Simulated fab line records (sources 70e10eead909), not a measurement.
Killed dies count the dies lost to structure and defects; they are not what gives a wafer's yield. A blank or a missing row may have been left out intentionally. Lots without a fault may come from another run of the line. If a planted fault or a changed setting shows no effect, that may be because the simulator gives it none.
Chamber matching | flow nand-harc | NHARC_P_GATE_DESCUM_48 on rie-diel-07 has 4 sister chambers
The step chemistry O2, time 3 s. 4 wafers are shown with their chamber, then 7 later ones without.

== WAFERS, EACH WITH ITS CHAMBER ==
wafer  | chamber | showerhead-plenum-p-Torr (Torr)
L079.1 | 1       | 1.88
L079.5 | 3       | 2.07
L090.1 | 0       | 1.85
L090.3 | 2       | 2.01

== WAFERS WITHOUT THEIR CHAMBER ==
wafer  | showerhead-plenum-p-Torr (Torr)
L090.6 | 1.87
L094.1 | 2.01
L094.4 | 2.06
L094.6 | 2.01
L093.4 | 2.01
L093.5 | 1.87
L093.6 | 2.01

== CHAMBER TAKEN BY EACH ==
wafer  | from the rows above     | in truth
L090.6 | can't be placed: 1 or 0 | 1
L094.1 | 2                       | 2
L094.4 | 3                       | 3
L094.6 | 2                       | 2
L093.4 | 2                       | 2
L093.5 | can't be placed: 1 or 0 | 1
L093.6 | 2                       | 2
Correctly placed: 5 of 7. Can't be placed from these rows: 2 (the true chamber is among the candidates in 2). Number placed wrongly: 0.
How it was worked out, from the rows above alone: a wafer's distance from a chamber is the root of the sum, over the readings, of the square of ((its reading less the chamber's mean) divided by the reading's scatter). If the next closest chamber is less than 2 further off than the closest, the wafer can't be placed; otherwise it belongs to the closest. A chamber's mean is the mean of its shown wafers. The scatter (one wafer shown for each chamber): square how far every hidden wafer sits from the nearest shown wafer, average those squares and take the square root.
